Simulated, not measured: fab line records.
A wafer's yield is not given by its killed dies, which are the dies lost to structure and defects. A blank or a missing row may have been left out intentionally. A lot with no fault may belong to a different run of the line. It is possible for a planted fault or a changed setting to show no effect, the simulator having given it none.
Comparing a struck lot with a sound one :: flow nandHarc :: 14 out of 1159 route steps
Sound: these wafers, L661.1, L661.4, L661.6. Struck: wafer L668.4 (left out: L668.5, L668.6 of the same lot, which were not struck); the cause appears at the end.
Each step with rows lists, per side, the tool, then ch with its chambers, then its first start. Under that, the readings that differ: sound wafers :: struck wafers :: difference of the means :: sigmas: that difference in standard deviations of wafers without a fault.
alike: same words and numbers on both sides, and readings whose means sit less than 2 such deviations apart. not compared: any withheld reading, any reading some wafer has no value for, any bound like >300 that may hide the same value, and any number with overlapping values for which the record gives no deviation.
A row with sigmas, a row that says differs or no value, or rows on one side alone: a step with any of these is where the two part. Numbers that don't overlap but have no deviation are shown without sigmas and don't part them. A reading that every wafer of one side lacks parts them only if that side has two wafers or more.

first, 8 steps without rows for these wafers: NHARC_A_M1_HMDS_02 (time 30 s); NHARC_A_M1_COAT_34 (time 65 s); NHARC_A_M1_COAT_03 (resist thk 90 nm); NHARC_A_M1_SOFTBAKE_04 (time 55 s); NHARC_A_M1_EBR_05; NHARC_A_M1_EXPOSE_06 (exposes mask A M1, target cd 120 nm); NHARC_A_M1_PEB_07 (peb time 65 s); NHARC_A_M1_DEVELOP_08 (develop time 35 s).
NHARC_A_M1_CD_MEAS_09 targets a cd of 120 nm.
  sound on cdSem-03 ch 0, day 18 02:56; struck on cdSem-02 ch 0, day 20 06:16
  alike: cdNm
NHARC_A_M1_OVL_MEAS_10: pitch 240 nm.
  sound on overlay-01, day 18 03:02; struck on overlay-02, day 20 06:20
reading: overlayYNm (nm)
sound: 1.1 1.3 1.0
struck: -0.7
difference: -1.8
sigmas: -2
  alike: overlayXNm
NHARC_A_M1_INSPECT_11:
  sound on defectInspect-02, day 18 03:04; struck on defectInspect-02, day 20 06:23
  alike: rawDefectCount
NHARC_A_M1_DESCUM_14: chemistry O2, time 3 s.
  sound on rieDiel-09 ch 0,1,3, day 18 03:08; struck on rieDiel-09 ch 0, day 20 06:27
reading: throttleValvePct (%)
sound: 11.321 11.327 11.319
struck: 11.303
difference: -0.019
sigmas: -2
  alike: drypumpMotorCurrentA, oesProductAu, rfVppV, showerheadPlenumPTorr
  not compared: rfHoursCounterH
NHARC_A_M1_ETCH_35: etches the open film in N2/H2, target depth 40 nm, overetch 12 nm, time 43.94 s.
  sound on rieDiel-09 ch 0,2, day 18 03:13; struck on rieDiel-09 ch 0, day 20 06:32
reading: oesProductAu (a.u.)
sound: 0.993 0.996 0.987
struck: 1.014
difference: +0.022
sigmas: +2

reading: runLengthS (s)
sound: 64.5 65.0 64.7
struck: 54.5
difference: -10.2
sigmas: -23
  alike: drypumpMotorCurrentA, rfVppV, showerheadPlenumPTorr, throttleValvePct
  not compared: biasW, rfFwdPowerW, rfHoursCounterH
NHARC_A_M1_ETCH_15: etches the open film in C4F8/Ar, target depth 182.5 nm, time 91.2 s.
  sound: rieDiel-09 ch 0,3; struck: rieDiel-09 ch 0
  alike: biasW, oesProductAu, rfFwdPowerW, rfVppV, runLengthS
  not compared: rfHoursCounterH

WHERE THEY PART
Earliest at NHARC_A_M1_OVL_MEAS_10; latest, in this record, at NHARC_A_M1_ETCH_35. Later steps at which nothing parts them and some readings are alike: NHARC_A_M1_ETCH_15.

WHY: the cause the simulator had injected
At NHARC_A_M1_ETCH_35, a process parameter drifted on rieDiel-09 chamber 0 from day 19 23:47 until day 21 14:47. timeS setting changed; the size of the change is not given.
